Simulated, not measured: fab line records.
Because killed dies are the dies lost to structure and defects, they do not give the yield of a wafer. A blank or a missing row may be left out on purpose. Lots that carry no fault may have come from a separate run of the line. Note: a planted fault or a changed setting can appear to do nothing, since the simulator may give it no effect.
Which of the tools did it? ; flow n5-finfet ; 12 lots, 35 wafers sampled, at 4 steps of a route of 1938

== WHAT EACH GAUGE READ, for each wafer ==
N5_BEOL_M9_INSPECT_30: inspects for defects (brightfield).
lot;measured;on;raw-defect-count
L264;day 11 14:42;defect-inspect-02;569 398 820
L268;day 12 14:19;defect-inspect-02;409 531 461
L273;day 13 23:14;defect-inspect-02;428 388 587
L274;day 14 08:35;defect-inspect-01;410 323 260
L276;day 14 08:17;defect-inspect-02;624 613 703
L280;day 15 14:22;defect-inspect-02;648 552 613
L279;day 15 14:49;defect-inspect-02;437 557
L281;day 15 16:54;defect-inspect-02;297 360 456
L282;day 16 05:56;defect-inspect-01;524 542 821
L284;day 16 14:11;defect-inspect-02;398 441 451
L285;day 16 22:47;defect-inspect-02;545 487 332
L286;day 16 22:45;defect-inspect-02;287 341 530

== EACH LOT AND THE TOOL THAT RAN IT (in order: tool; ch and the chambers of the sampled wafers; start) ==
lot;N5_BEOL_M9_CURE_71;N5_BEOL_M9_STRIP_19;N5_BEOL_M9_COAT_63
L264;uv-cure-03 ch 0, day 11 09:22;rie-diel-01 ch 0,2, day 11 12:38;litho-track-01 ch 0, day 11 14:20
L268;uv-cure-02 ch 1, day 12 10:27;rie-diel-02 ch 0,2,3, day 12 12:53;litho-track-03 ch 0, day 12 13:48
L273;uv-cure-01 ch 1, day 13 15:03;rie-diel-02 ch 2,3, day 13 18:29;litho-track-03 ch 0, day 13 22:33
L274;uv-cure-03 ch 2, day 14 03:28;rie-diel-05 ch 1,3, day 14 06:46;litho-track-03 ch 0, day 14 08:07
L276;uv-cure-02 ch 1, day 14 04:13;rie-diel-05 ch 1,2,3, day 14 06:41;litho-track-01 ch 0, day 14 07:49
L280;uv-cure-03 ch 2, day 15 06:31;rie-diel-01 ch 1,2,3, day 15 10:37;litho-track-01 ch 0, day 15 13:53
L279;uv-cure-01 ch 2, day 15 07:22;rie-diel-05 ch 0,3, day 15 11:07;litho-track-05 ch 0, day 15 14:11
L281;uv-cure-01 ch 2, day 15 12:27;rie-diel-05 ch 0,1, day 15 16:13;litho-track-01 ch 0, day 15 16:25
L282;uv-cure-03 ch 1, day 15 22:53;rie-diel-02 ch 1,2,3, day 16 02:06;litho-track-05 ch 0, day 16 05:26
L284;uv-cure-01 ch 0, day 16 11:46;rie-diel-05 ch 0,2, day 16 13:17;litho-track-05 ch 0, day 16 13:43
L285;uv-cure-01 ch 2, day 16 17:22;rie-diel-05 ch 0,1,3, day 16 20:41;litho-track-03 ch 0, day 16 22:24
L286;uv-cure-01 ch 2, day 16 18:23;rie-diel-05 ch 0,1,3, day 16 20:47;litho-track-01 ch 0, day 16 22:23
- N5_BEOL_M9_CURE_71: cures SiCOH lowk, time 240 s.
- N5_BEOL_M9_STRIP_19: strips in O2.
- N5_BEOL_M9_COAT_63: time 60 s, resist thk 60 nm.

== WHAT THE TOOLS THEMSELVES READ (means of the sampled wafers that have a number; where no wafer has one, the mark that the record gives instead) ==
N5_BEOL_M9_CURE_71.
lot;tool;lamp-power-pct (%);wafer_temp_C_max
L264;uv-cure-03;52.37;386.1
L268;uv-cure-02;52.28;387.4
L273;uv-cure-01;52.29;387.3
L274;uv-cure-03;52.37;387.2
L276;uv-cure-02;52.30;387.8
L280;uv-cure-03;52.36;387.3
L279;uv-cure-01;52.29;386.4
L281;uv-cure-01;52.37;386.1
L282;uv-cure-03;52.29;386.8
L284;uv-cure-01;52.31;386.6
L285;uv-cure-01;52.26;386.2
L286;uv-cure-01;52.33;385.9

N5_BEOL_M9_STRIP_19.
lot;tool;drypump-motor-current-A (A);oes-product-au (a.u.);rf-vpp-V (V);showerhead-plenum-p-Torr (Torr);throttle-valve-pct (%)
L264;rie-diel-01;6.2;0.87;3.7;2.15;16.70
L268;rie-diel-02;6.0;0.76;3.4;2.15;16.79
L273;rie-diel-02;6.2;0.73;4.0;2.11;16.65
L274;rie-diel-05;5.9;0.86;3.5;2.12;16.62
L276;rie-diel-05;5.6;0.78;3.4;2.07;16.67
L280;rie-diel-01;5.8;0.85;3.3;2.16;16.68
L279;rie-diel-05;5.9;0.93;3.8;2.14;16.52
L281;rie-diel-05;6.0;0.80;4.1;2.09;16.64
L282;rie-diel-02;6.0;0.87;3.3;2.13;16.44
L284;rie-diel-05;5.4;0.78;4.0;2.04;16.64
L285;rie-diel-05;6.0;0.84;3.5;2.12;16.62
L286;rie-diel-05;5.9;0.84;3.6;2.12;16.61

N5_BEOL_M9_COAT_63.
lot;tool;resist-line-temp-C (C);spin-speed-rpm (rpm)
L264;litho-track-01;23.08;1501.0
L268;litho-track-03;22.96;1499.5
L273;litho-track-03;22.97;1714.0
L274;litho-track-03;22.96;1715.3
L276;litho-track-01;23.10;1501.2
L280;litho-track-01;22.97;1500.6
L279;litho-track-05;23.12;1501.0
L281;litho-track-01;22.94;1500.2
L282;litho-track-05;22.99;1500.6
L284;litho-track-05;23.15;1500.5
L285;litho-track-03;23.00;1501.5
L286;litho-track-01;23.07;1500.8

== THE ANSWER, worked out from the rows above alone ==
Rule: the usual values come from the lots themselves. Put in order of their means at a reading, lots are off if they are a third of the lots or fewer, leave a main group of 4 or more, and stand apart from it by a gap of 3 or more times the standard deviation of the main group's means; of several such gaps the widest counts. A main group is skipped when, at the precision printed for the reading in the tables above, its means are all equal. Also off: a lot with no number at a reading for which 4 or more lots have one. All remaining lots with rows at the step are treated as sound. The gauges are gone through in route order, then the tools' own readings, and for those a lot's mean is taken as printed above. The first step at which some lot is off is used, and at that step the reading that is off furthest; a lot without a number counts as furthest.
Off: L273, L274 (N5_BEOL_M9_COAT_63, spin-speed-rpm). Mean 1500.7 rpm and standard deviation 0.53 in the main group.
A tool fits if, at that step or a process step before it, it ran every lot that is off, and no sound lot after the first of them. Not one of the candidates tried fits.

== WHAT THE SIMULATOR HAD PUT IN ==
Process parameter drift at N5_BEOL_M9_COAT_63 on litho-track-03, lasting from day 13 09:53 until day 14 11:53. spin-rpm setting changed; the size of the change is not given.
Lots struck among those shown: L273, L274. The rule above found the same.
